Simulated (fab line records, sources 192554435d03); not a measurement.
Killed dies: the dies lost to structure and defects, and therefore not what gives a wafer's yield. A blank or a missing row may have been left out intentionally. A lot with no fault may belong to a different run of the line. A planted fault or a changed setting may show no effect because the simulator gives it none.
Chamber matching :: flow n5Finfet :: 4 sister chambers for N5_BEOL_M2_ETCHBACK_99 on rieDiel-03
The step etches SiO2 in CHF3, target depth 5 nm, time 10.4 s. 14 wafers are shown with their chamber, then 7 later ones without.

== WAFERS, EACH WITH ITS CHAMBER ==
wafer: L075.1
chamber: 0
showerheadPlenumPTorr (Torr): 2.03
drypumpMotorCurrentA (A): 5.5
oesProductAu (a.u.): 0.68

wafer: L075.3
chamber: 1
showerheadPlenumPTorr (Torr): 2.09
drypumpMotorCurrentA (A): 6.7
oesProductAu (a.u.): 0.96

wafer: L075.6
chamber: 2
showerheadPlenumPTorr (Torr): 2.10
drypumpMotorCurrentA (A): 5.9
oesProductAu (a.u.): 0.92

wafer: L081.2
chamber: 1
showerheadPlenumPTorr (Torr): 2.09
drypumpMotorCurrentA (A): 6.7
oesProductAu (a.u.): 0.92

wafer: L081.3
chamber: 2
showerheadPlenumPTorr (Torr): 2.10
drypumpMotorCurrentA (A): 5.9
oesProductAu (a.u.): 0.90

wafer: L081.4
chamber: 2
showerheadPlenumPTorr (Torr): 2.10
drypumpMotorCurrentA (A): 5.9
oesProductAu (a.u.): 0.89

wafer: L082.1
chamber: 1
showerheadPlenumPTorr (Torr): 2.09
drypumpMotorCurrentA (A): 6.7
oesProductAu (a.u.): 0.91

wafer: L082.2
chamber: 3
showerheadPlenumPTorr (Torr): 2.26
drypumpMotorCurrentA (A): 5.6
oesProductAu (a.u.): 0.82

wafer: L082.4
chamber: 0
showerheadPlenumPTorr (Torr): 2.03
drypumpMotorCurrentA (A): 5.5
oesProductAu (a.u.): 0.68

wafer: L085.4
chamber: 3
showerheadPlenumPTorr (Torr): 2.26
drypumpMotorCurrentA (A): 5.6
oesProductAu (a.u.): 0.82

wafer: L085.5
chamber: 2
showerheadPlenumPTorr (Torr): 2.09
drypumpMotorCurrentA (A): 5.9
oesProductAu (a.u.): 0.87

wafer: L085.6
chamber: 1
showerheadPlenumPTorr (Torr): 2.08
drypumpMotorCurrentA (A): 6.8
oesProductAu (a.u.): 0.90

wafer: L086.1
chamber: 1
showerheadPlenumPTorr (Torr): 2.08
drypumpMotorCurrentA (A): 6.7
oesProductAu (a.u.): 0.88

wafer: L086.3
chamber: 3
showerheadPlenumPTorr (Torr): 2.25
drypumpMotorCurrentA (A): 5.7
oesProductAu (a.u.): 0.81

SIGNATURES (averages over the wafers above)
reading: showerheadPlenumPTorr
chamber 0: 2.0300
chamber 1: 2.0860
chamber 2: 2.0975
chamber 3: 2.2567
scatter within a chamber: 0.00512

reading: drypumpMotorCurrentA
chamber 0: 5.500
chamber 1: 6.720
chamber 2: 5.900
chamber 3: 5.633
scatter within a chamber: 0.0383

reading: oesProductAu
chamber 0: 0.6800
chamber 1: 0.9140
chamber 2: 0.8950
chamber 3: 0.8167
scatter within a chamber: 0.0221
Rule: a wafer lies at a distance from a chamber equal to the root of the sum of squares, over the readings, of (its reading less the chamber's mean, divided by the reading's scatter). The wafer belongs to the nearest chamber; if the next one is less than 2 further off, it can't be placed. The scatter: the root of (the sum of the squares of (reading less its chamber's mean) over the shown wafers, divided by (wafers less chambers)).

== WAFERS WHOSE CHAMBER IS MISSING ==
wafer: L086.4
showerheadPlenumPTorr (Torr): 2.08
drypumpMotorCurrentA (A): 6.7
oesProductAu (a.u.): 0.89

wafer: L093.1
showerheadPlenumPTorr (Torr): 2.08
drypumpMotorCurrentA (A): 6.7
oesProductAu (a.u.): 0.87

wafer: L093.3
showerheadPlenumPTorr (Torr): 2.25
drypumpMotorCurrentA (A): 5.6
oesProductAu (a.u.): 0.79

wafer: L093.4
showerheadPlenumPTorr (Torr): 2.29
drypumpMotorCurrentA (A): 5.5
oesProductAu (a.u.): 0.96

wafer: L097.2
showerheadPlenumPTorr (Torr): 2.09
drypumpMotorCurrentA (A): 5.9
oesProductAu (a.u.): 0.83

wafer: L097.3
showerheadPlenumPTorr (Torr): 2.07
drypumpMotorCurrentA (A): 6.7
oesProductAu (a.u.): 0.86

wafer: L097.6
showerheadPlenumPTorr (Torr): 2.25
drypumpMotorCurrentA (A): 5.6
oesProductAu (a.u.): 0.80

== WHICH CHAMBER EACH ONE RAN IN ==
wafer: L086.4
from the rows above: 1
in truth: 1

wafer: L093.1
from the rows above: 1
in truth: 1

wafer: L093.3
from the rows above: 3
in truth: 3

wafer: L093.4
from the rows above: 3
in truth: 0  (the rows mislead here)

wafer: L097.2
from the rows above: 2
in truth: 2

wafer: L097.3
from the rows above: 1
in truth: 1

wafer: L097.6
from the rows above: 3
in truth: 3
Correctly placed: 6 of 7. Left unplaced by these rows: 0. 1 placed wrongly.
